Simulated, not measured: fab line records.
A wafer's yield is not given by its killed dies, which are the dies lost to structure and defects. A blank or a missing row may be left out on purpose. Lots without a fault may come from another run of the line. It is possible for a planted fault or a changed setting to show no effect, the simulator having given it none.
fab line records    flow nand-harc
record: lots: 6  wafers: 18  last-day: 25
route steps=1159 shown A_SLIT@797 A_SIN_REMOVE@804 A_WL_FILL@809 END@1159
lots that met no fault: from a run of the same line without faults
start-h: hours from the record's opening day to when the first of the lot's shown wafers began    wait-h: hours from the lot's prior step to this one    " same as the row above    L1.1+2: a row that stands for several wafers    - either no value or no given start    * or withheld: withheld    < > ~ a bound
route shown NAME@n: a module of which the file shows steps, and the number in the route of the first    usual: the fault-free wafers' mean and standard deviation    same: alike in all rows    chamber/n: place in a boat    sites: the reading at each site    _std_site: the standard deviation of these    _edge_site: inner sites' mean taken away from outer sites' mean    radius-mm: for every site, how far away it sits from the centre of the wafer    mask NAME#n: copy n    behind: the most recent tool/chamber to have shaped the wafer    hold: what put the lot on hold/how long, in hours/how the hold closed    device: which transistor (n, p or np) failed to switch    end of line: the tests these same wafers got at the end of their route    step lacking rows: just its recipe    killed: count of dies lost to structure and defects at first sort (not the wafer's yield)    map: shows each die of a wafer: x if killed, . if not, _ if none is there
set.NAME: the setting as run; set.NAME@STEP: as run at that earlier step    model.NAME: the simulator's own value behind a step, which no gauge read
lots at selected steps of the route; one table per step, one row per wafer
services: the hour from which a tool's chamber was out of use, counted from the record's first day as start-h (under 0 if before that day), plus the number of hours and why
== steps ==
step: NHARC_A_SLIT_ETCH_26
recipe: bias-v: 400  source-w: 2000  pressure-mtorr: 25  time-s: 90  ar-flow-sccm: 375  c4f8-flow-sccm: 41.7  o2-flow-sccm: 83.3  target-depth-a: 4000  chemistry: C4F8/O2/Ar
usual: drypump-motor-current-A: 5.31/0.19  showerhead-plenum-p-Torr: 3.74/0.14  throttle-valve-pct: 27.620/0.0094
lot.wafer  tool         chamber  start-h  wait-h  drypump-motor-current-A  rf-hours-counter-h  showerhead-plenum-p-Torr  throttle-valve-pct
L514.2     har-etch-01  1        345.80   1.2     5.39                     15                  3.83                      27.612
L514.3     "            1        "        "       5.44                     -                   3.83                      27.608
L514.5     "            0        "        "       5.63                     -                   3.83                      27.633
L516.1     har-etch-01  1        370.80   1.2     5.35                     24                  3.82                      27.613
L516.3     "            0        "        "       5.64                     -                   3.82                      27.625
L516.5     "            1        "        "       5.39                     -                   3.82                      27.620
L521.2     har-etch-02  1        386.07   1.2     5.20                     205                 3.52                      27.638
L521.1     "            0        "        "       5.12                     205                 3.86                      27.619
L521.6     "            0        "        "       5.12                     -                   3.86                      27.606
L519.2     har-etch-01  0        386.32   1.2     5.64                     31                  3.82                      27.615
L519.4     "            0        "        "       5.61                     -                   3.82                      27.628
L519.5     "            0        "        "       5.62                     -                   3.82                      27.616
L529.4     har-etch-02  0        437.92   0.6     5.15                     -                   3.85                      27.621
L529.6     "            1        "        "       5.21                     -                   3.51                      27.631
L529.5     "            0        "        "       5.15                     -                   3.85                      27.625
L530.2     har-etch-02  0        439.50   1.2     5.13                     225                 3.85                      27.605
L530.1     "            1        "        "       5.24                     225                 3.51                      27.627
L530.5     "            0        "        "       5.13                     -                   3.85                      27.616
step: NHARC_A_SLIT_STRIP_28
recipe: o2-flow-sccm: 400  cos-flow-sccm: 20  ar-flow-sccm: 0  bias-w: 0  chemistry: O2/COS
step: NHARC_A_SLIT_ETCH_29
recipe: target-depth-a: 1000  overetch-a: 100  time-s: 55  ion-energy-ev: 100  cf4-flow-sccm: 80  o2-flow-sccm: 20  ar-flow-sccm: 0  rf-w: 300  bias-w: 100  chemistry: CF4/O2
usual: drypump-motor-current-A: 5.8/0.34  oes-product-au: 1.000/0.0098  rf-vpp-V: 198.0/1.3  showerhead-plenum-p-Torr: 1.35/0.06  throttle-valve-pct: 13.398/0.0095
lot.wafer  tool         chamber  start-h  wait-h  drypump-motor-current-A  oes-product-au  rf-hours-counter-h  rf-vpp-V  showerhead-plenum-p-Torr  throttle-valve-pct
L514.3     rie-diel-02  1        346.42   0.1     5.9                      1.006           0                   198.3     1.24                      13.400
L514.2     "            3        "        "       5.6                      0.993           0                   195.4     1.31                      13.378
L514.5     "            1        "        "       5.9                      1.015           -                   194.7     1.24                      13.404
L516.3     rie-diel-02  3        371.41   0.1     5.6                      0.991           2                   197.5     1.31                      13.388
L516.1     "            2        "        "       5.4                      0.999           2                   199.8     1.41                      13.399
L516.5     "            3        "        "       5.5                      0.989           -                   196.9     1.31                      13.390
L521.2     rie-diel-02  1        386.69   0.1     5.9                      1.012           4                   196.7     1.24                      13.413
L521.1     "            3        "        "       5.6                      0.989           4                   195.8     1.31                      13.407
L521.6     "            2        "        "       5.4                      1.003           -                   198.2     1.41                      13.394
L519.2     rie-diel-09  0        386.99   0.1     6.2                      0.997           7                   198.8     1.40                      13.386
L519.4     "            1        "        "       6.1                      0.996           -                   200.2     1.42                      13.394
L519.5     "            0        "        "       6.2                      1.005           -                   198.6     1.40                      13.389
L529.4     rie-diel-02  3        438.50   0.1     5.6                      0.985           9                   197.7     1.31                      13.405
L529.6     "            1        "        "       5.9                      1.019           -                   194.7     1.24                      13.399
L529.5     "            2        "        "       5.5                      0.992           -                   200.1     1.41                      13.400
L530.1     rie-diel-02  2        440.13   0.1     5.5                      0.988           8                   199.0     1.41                      13.409
L530.2     "            0        "        "       5.7                      1.003           8                   198.4     1.39                      13.398
L530.5     "            3        "        "       5.5                      0.981           -                   197.1     1.31                      13.388
step: NHARC_A_SLIT_STRIP_18
recipe: o2-flow-sccm: 500  ar-flow-sccm: 0  bias-w: 0  chemistry: O2
usual: drypump-motor-current-A: 5.8/0.35  oes-product-au: 1.000/0.01  rf-vpp-V: 57.9/0.92  showerhead-plenum-p-Torr: 3.56/0.15  throttle-valve-pct: 17.036/0.0097
lot.wafer  tool         chamber  start-h  wait-h  drypump-motor-current-A  oes-product-au  rf-hours-counter-h  rf-vpp-V  showerhead-plenum-p-Torr  throttle-valve-pct
L514.3     rie-diel-02  3        -        -       5.6                      0.985           0                   56.8      3.46                      17.050
L514.2     "            0        "        "       5.7                      1.007           0                   57.6      3.68                      17.049
L514.5     "            3        "        "       5.6                      1.004           -                   57.6      3.46                      17.032
L516.1     rie-diel-02  3        -        -       5.6                      0.991           2                   59.1      3.46                      17.038
L516.3     "            1        "        "       5.9                      1.003           2                   56.9      3.29                      17.035
L516.5     "            3        "        "       5.6                      0.994           -                   58.4      3.46                      17.024
L521.2     rie-diel-02  1        -        -       5.9                      1.022           4                   56.5      3.29                      17.027
L521.1     "            2        "        "       5.5                      1.009           4                   57.1      3.72                      17.038
L521.6     "            1        "        "       5.9                      1.015           -                   56.9      3.29                      17.032
L519.2     rie-diel-09  1        -        -       6.1                      0.999           7                   58.1      3.74                      17.045
L519.4     "            0        "        "       6.2                      0.991           -                   58.5      3.71                      17.032
L519.5     "            3        "        "       6.0                      1.023           -                   60.6      3.58                      17.030
L529.4     rie-diel-02  3        -        -       5.6                      0.987           9                   56.8      3.46                      17.031
L529.6     "            2        "        "       5.5                      1.006           -                   58.3      3.72                      17.053
L529.5     "            3        "        "       5.6                      0.993           -                   57.8      3.46                      17.036
L530.2     rie-diel-02  3        -        -       5.6                      0.985           9                   57.1      3.46                      17.040
L530.1     "            2        "        "       5.5                      0.995           8                   56.8      3.72                      17.049
L530.5     "            3        "        "       5.6                      0.989           -                   58.3      3.46                      17.033
step: NHARC_A_SLIT_PRECLEAN_19
recipe: time-s: *  temp-c: 50  bath-age-min: 0  chemistry: SC1
step: NHARC_A_SLIT_SRD_20
step: NHARC_A_SLIT_CD_MEAS_21
usual: cd-nm: 289.3/1
lot.wafer  tool       chamber  start-h  wait-h  cd-nm
L514.2     cd-sem-02  -        346.96   -       287.9
L514.3     "          -        "        "       287.8
L514.5     "          -        "        "       287.8
L516.1     cd-sem-03  -        371.94   -       290.8
L516.3     "          -        "        "       289.0
L516.5     "          -        "        "       289.2
L521.1     cd-sem-01  -        387.22   -       286.5
L521.2     "          -        "        "       287.0
L521.6     "          -        "        "       287.6
L519.2     cd-sem-02  -        387.59   -       288.8
L519.4     "          -        "        "       288.6
L519.5     "          -        "        "       288.1
L529.4     cd-sem-03  -        439.03   -       289.9
L529.5     "          -        "        "       290.0
L529.6     "          -        "        "       287.9
L530.1     cd-sem-02  -        440.73   -       287.3
L530.2     "          -        "        "       288.9
L530.5     "          -        "        "       288.2
step: NHARC_A_SIN_REMOVE_WET_00
recipe: temp-c: 160  time-s: 15300  chemistry: H3PO4
step: NHARC_A_SIN_REMOVE_PRECLEAN_01
recipe: time-s: *  temp-c: 50  bath-age-min: 0  chemistry: SC1
step: NHARC_A_SIN_REMOVE_SRD_02
step: NHARC_A_SIN_REMOVE_INSPECT_04
usual: raw-defect-count: 295/85
lot.wafer  tool               chamber  start-h  wait-h  raw-defect-count
L514.2     defect-inspect-01  -        354.18   0.0     310
L514.3     "                  -        "        "       253
L514.5     "                  -        "        "       254
L516.1     defect-inspect-01  -        379.09   0.0     186
L516.3     "                  -        "        "       227
L516.5     "                  -        "        "       165
L519.2     defect-inspect-01  -        393.41   0.0     201
L519.4     "                  -        "        "       269
L519.5     "                  -        "        "       315
L521.1     defect-inspect-02  -        393.41   0.0     345
L521.2     "                  -        "        "       361
L521.6     "                  -        "        "       370
L530.1     defect-inspect-02  -        446.62   0.0     406
L530.2     "                  -        "        "       267
L530.5     "                  -        "        "       342
L529.4     defect-inspect-01  -        446.64   0.1     347
L529.5     "                  -        "        "       286
L529.6     "                  -        "        "       288
step: NHARC_A_WL_FILL_ALD_00
recipe: target-thk-a: 30  pulse-time-s: 3  ald-cycles: 30  temp-c: 300  material: Al2O3
usual: ald-cycles: 30/0  heater-power-w: 457/31  precursor-pulse-height-rel: 1.002/0.019
lot.wafer  tool       chamber  start-h  wait-h  ald-cycles  heater-power-w  precursor-pulse-height-rel
L514.3     ald-hk-03  2        354.24   0.1     30          495             0.991
L514.2     "          3        "        "       30          457             0.984
L514.5     "          2        "        "       30          495             1.026
L516.3     ald-hk-04  1        379.32   0.2     30          425             1.019
L516.1     "          3        "        "       30          433             1.002
L516.5     "          1        "        "       30          440             0.974
L519.4     ald-hk-04  1        393.76   0.4     30          434             0.995
L519.2     "          0        "        "       41          476             0.984
L519.5     "          2        "        "       30          431             0.966
L521.2     ald-hk-04  3        393.95   0.5     30          437             0.986
L521.1     "          0        "        "       41          472             0.992
L521.6     "          2        "        "       30          446             0.995
L530.2     ald-hk-03  1        447.80   1.2     30          433             0.990
L530.1     "          0        "        "       30          440             1.024
L530.5     "          1        "        "       30          432             0.990
L529.4     ald-hk-01  3        447.96   1.3     30          539             0.984
L529.6     "          1        "        "       30          506             0.977
L529.5     "          2        "        "       30          526             0.970
step: NHARC_A_WL_FILL_RTA_01
recipe: temp-c: 1000  time-s: 5
usual: lamp-power-pct: 29.0/1.3  lamp_zone_3_pct: 29.0/1.3  wafer_temp_C_max: 1003.8/0.97
lot.wafer  tool           chamber  start-h  wait-h  lamp-power-pct  lamp_zone_3_pct  wafer_temp_C_max
L514.2     rtp-anneal-02  0        354.54   -       28.2            28.1             1004.7
L514.3     "              0        "        "       28.2            28.2             1002.7
L514.5     "              0        "        "       28.2            28.1             1003.7
L516.1     rtp-anneal-01  0        379.60   -       31.0            31.1             1004.4
L516.3     "              0        "        "       31.1            31.0             1005.0
L516.5     "              0        "        "       31.1            31.1             1005.7
L519.2     rtp-anneal-02  0        394.06   -       28.2            28.2             1001.8
L519.4     "              0        "        "       28.1            28.2             1003.5
L519.5     "              0        "        "       28.2            28.2             1002.4
L521.1     rtp-anneal-01  0        394.19   -       31.0            31.1             1003.5
L521.2     "              0        "        "       31.0            31.0             1004.0
L521.6     "              0        "        "       31.0            31.0             1004.8
L530.1     rtp-anneal-02  0        448.09   -       28.1            28.2             1004.1
L530.2     "              0        "        "       28.2            28.2             1003.6
L530.5     "              0        "        "       28.2            28.1             1004.1
L529.4     rtp-anneal-02  0        448.35   -       28.1            28.2             1002.4
L529.5     "              0        "        "       28.2            28.2             1003.2
L529.6     "              0        "        "       28.2            28.1             1003.7
step: NHARC_END_SORT_01
recipe: temp-c: 25
usual: killed-at-array: 26/11  killed-at-other: 0.4/0.78  killed-at-periphery: 3.4/2.4  killed-dies: 29/11  killed-open: 3.1/1.9  killed-short: 1.9/1.4
same: gross-dies: 677
lot.wafer  tool       chamber  start-h  wait-h  killed-at-array  killed-at-other  killed-at-periphery  killed-dies  killed-open  killed-short
L521.1     prober-01  0        536.59   2.5     23               0                1                    24           5            4
L521.2     prober-01  0        537.39   2.8     25               0                1                    26           4            1
L521.6     prober-01  0        540.61   4.0     17               1                1                    19           5            1
L516.1     prober-02  0        544.60   2.5     21               0                2                    23           1            1
L516.3     prober-02  0        546.21   3.1     13               0                2                    15           3            3
L516.5     prober-02  0        547.82   3.7     15               0                2                    17           2            1
L514.2     prober-01  0        545.22   2.8     16               0                3                    19           2            0
L514.3     prober-01  0        546.02   3.1     17               0                6                    23           4            0
L514.5     prober-01  0        547.62   3.7     9                0                2                    11           0            0
killed by level:class
L521.1 A_SLIT:chamber-film-flake=8 A_CONTACT:chamber-film-flake=5 P_M0:geometric-particle:open=1 A_ONON_D1:geometric-particle:open=1 A_CHANNEL_FILL_D1:geometric-particle:open=1 A_CHANNEL_FILL_D1:geometric-particle:short=1 A_WL_FILL:geometric-particle:short=1 A_WL_FILL:geometric-particle:open=1
L521.2 A_SLIT:chamber-film-flake=9 A_CONTACT:chamber-film-flake=7 A_CHANNEL_HOLE_D1:chamber-film-flake=4 A_CONTACT:geometric-particle:open=2 P_CONTACT:geometric-particle:open=1 A_SOURCE_PLATE:geometric-particle:short=1 A_STAIRCASE:geometric-particle:open=1 A_ZERO_WELL:chamber-film-flake=1
L521.6 A_SLIT:chamber-film-flake=5 A_CONTACT:geometric-particle:open=3 A_CHANNEL_HOLE_D1:chamber-film-flake=3 A_CONTACT:chamber-film-flake=3 A_STAIRCASE:chamber-film-flake=2 P_M0:geometric-particle:open=1 A_BLC:geometric-particle:open=1 STARTING-WAFER:geometric-particle:short=1
L516.1 A_STAIRCASE:chamber-film-flake=7 A_CONTACT:chamber-film-flake=7 A_CHANNEL_HOLE_D1:chamber-film-flake=5 P_STI:chamber-film-flake=2 A_SGD_CUT:geometric-particle:short=1 A_CONTACT:geometric-particle:open=1
L514.2 A_CHANNEL_HOLE_D1:chamber-film-flake=7 A_CONTACT:chamber-film-flake=4 P_CONTACT:chamber-film-flake=2 A_STAIRCASE:geometric-particle:open=1 A_CONTACT:geometric-particle:open=1 P_ZERO_WELL:chamber-film-flake=1 A_STAIRCASE:chamber-film-flake=1 A_SLIT:chamber-film-flake=1
L514.3 A_CHANNEL_HOLE_D1:chamber-film-flake=8 A_CONTACT:chamber-film-flake=3 P_CONTACT:chamber-film-flake=2 A_STAIRCASE:chamber-film-flake=2 P_GATE:geometric-particle:open=1 P_M0:geometric-particle:open=1 A_WL_FILL:geometric-particle:open=1 A_CONTACT:geometric-particle:open=1
L516.3 A_STAIRCASE:chamber-film-flake=4 A_CONTACT:chamber-film-flake=3 A_CONTACT:geometric-particle:open=2 P_GATE:geometric-particle:open=1 A_CHANNEL_FILL_D1:geometric-particle:short=1 A_SGD_CUT:geometric-particle:short=1 A_CONTACT:geometric-particle:short=1 P_M2:chamber-film-flake=1
L514.5 A_CHANNEL_HOLE_D1:chamber-film-flake=3 A_STAIRCASE:chamber-film-flake=3 P_GATE:chamber-film-flake=1 P_CONTACT:chamber-film-flake=1 A_SLIT:chamber-film-flake=1 A_WL_FILL:chamber-film-flake=1 A_CONTACT:chamber-film-flake=1
L516.5 A_STAIRCASE:chamber-film-flake=7 A_CHANNEL_HOLE_D1:chamber-film-flake=3 P_GATE:geometric-particle:open=1 A_ONON_D1:geometric-particle:short=1 A_CONTACT:geometric-particle:open=1 P_STI:chamber-film-flake=1 A_ZERO_WELL:chamber-film-flake=1 A_SLIT:chamber-film-flake=1
== services ==
tool         chamber  start-h  hours  kind
ald-hk-01    -        323.00   0.9    repair
ald-hk-03    -        323.81   10.0   pm
rie-diel-02  -        327.70   9.0    pm
rie-diel-02  0        327.70   9.0    vent-cycle
rie-diel-02  1        327.70   9.0    vent-cycle
rie-diel-02  2        327.70   9.0    vent-cycle
rie-diel-02  3        327.70   9.0    vent-cycle
rie-diel-02  0        336.70   -      clean
rie-diel-02  1        336.70   -      clean
rie-diel-02  2        336.70   -      clean
rie-diel-02  3        336.70   -      clean
rie-diel-02  0        350.89   9.2    repair
rie-diel-02  0        361.20   -      clean
rie-diel-02  1        361.20   -      clean
rie-diel-02  2        361.20   -      clean
rie-diel-02  3        361.20   -      clean
ald-hk-04    -        364.00   10.0   pm
rie-diel-09  2        383.44   5.8    repair
rie-diel-02  0        385.70   -      clean
rie-diel-02  1        385.70   -      clean
ald-hk-01    -        407.35   10.0   pm
rie-diel-02  2        414.96   5.8    repair
rie-diel-09  -        431.10   9.0    pm
rie-diel-02  1        439.05   15.5   repair
== key ==
first-sign: step: NHARC_A_WL_FILL_ALD_00  reading: ald-cycles  direction: up  sigmas: 99+  usual: 30  struck: 41
effect none on later readings
met-at NHARC_A_WL_FILL_ALD_00
struck-wafers L519.2,L521.1
tester-left-out L519,L521
fault: kind: process-parameter-drift  tool: ald-hk-04  chamber: 0  onset-h: 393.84  steps: NHARC_A_WL_FILL_ALD_00  channel: ald-cycles  offset: 11  shape: step  end-h: 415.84  acts-in: these-recipes-only  stated: 30
tester-left-out: of these lots the tester's yield and bins aren't shown, on N5 and GAA mostly nor the transistor test; their killed dies are dies lost to structure and defects alone, not to doping, threshold or leakage, so they don't give the yield
